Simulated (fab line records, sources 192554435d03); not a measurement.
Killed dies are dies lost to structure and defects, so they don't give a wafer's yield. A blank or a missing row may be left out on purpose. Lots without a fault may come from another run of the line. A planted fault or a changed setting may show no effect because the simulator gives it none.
Problem report in the 8D (eight disciplines) form, filled by code | flow n5_finfet | the parts of the form that need people (team, actions taken, sign-off) are left out

1. THE PROBLEM
spin_speed_rpm at N5_BEOL_M9_COAT_60 reads a mean of 1693.2 rpm on 6 wafers of 2 lots; wafers without a fault read 1500.0 rpm with a standard deviation of 1.1. That is +99 or more standard deviations from the usual mean.
The step: time 60 s, resist thk 30 nm.
First seen on wafer L708.1, day 13 07:05, on litho_track-05. The record holds 30 wafers of 10 lots with a number at this step. Rule for "out", or "out of limits": more than 4 standard deviations from the usual mean. The other wafers with a number count as sound.

2. WHAT IT IS AND WHAT IT IS NOT
question                    | is                     | is not
which readings at this step | spin_speed_rpm         | -
which lots                  | L708, L709             | L698, L702, L703, L704, L710, L713, L716, L717
which wafers of those lots  | all that have a number | -
read on which tools         | litho_track-05         | litho_track-01, litho_track-03
when                        | from day 13 07:05      | up to then (12 sound wafers); but 12 sound wafers of L710, L713, L716, L717 came after

3. SUSPECTS, AND WHAT RULES EACH OUT
Counting: a tool at a process step up to the reading stays a suspect if it ran every lot that is out and no sound lot after the first of them.
- litho_track-05 at N5_BEOL_M9_COAT_60 (time 60 s, resist thk 30 nm): kept. It ran every lot that is out, first L708 (day 13 07:05), and no sound lot after that; its last sound lot up to then is L704 (day 12 03:50). Its own readings are out on those wafers: spin_speed_rpm.
Left after counting: litho_track-05 at N5_BEOL_M9_COAT_60.

4. THE CAUSE (what the simulator had put in)
Process parameter drift: litho_track-05, from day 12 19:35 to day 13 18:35, at N5_BEOL_M9_COAT_60. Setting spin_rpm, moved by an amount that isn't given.
Counting left only this tool.

5. THE CHAIN OF EFFECTS, in route order
Each row: a reading whose mean over the struck wafers that have a number lies more than 3 standard deviations from the usual. Only readings for which the record gives a usual standard deviation are gone through. hours: the time from each lot's start at the first step in this table that gives one to its start at this step, as a median over the lots. sigmas: the change in usual standard deviations.
hours | step               | reading           | usual      | on struck wafers | change | sigmas
0     | N5_BEOL_M9_COAT_60 | spin_speed_rpm    | 1500.0 rpm | 1693.2           | +193.2 | +99 or more
1     | N5_BEOL_M9_ETCH_61 | etch_rf_on_time_s | 64.9 s     | 60.8             | -4.1   | -4.3
The process steps in it:
- N5_BEOL_M9_COAT_60: time 60 s, resist thk 30 nm.
- N5_BEOL_M9_ETCH_61: etches SiARC in CF4, target depth 39 nm, time 65 s.
Later measuring or inspecting steps at which every struck wafer that the step has a row for has a number for every such reading, and none has moved that far: N5_BEOL_M9_CD_MEAS_11.

6. WHAT WOULD HAVE CAUGHT IT SOONER
In this record the first reading out of limits was taken at day 13 07:05, 11 hours after the fault began at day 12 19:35.
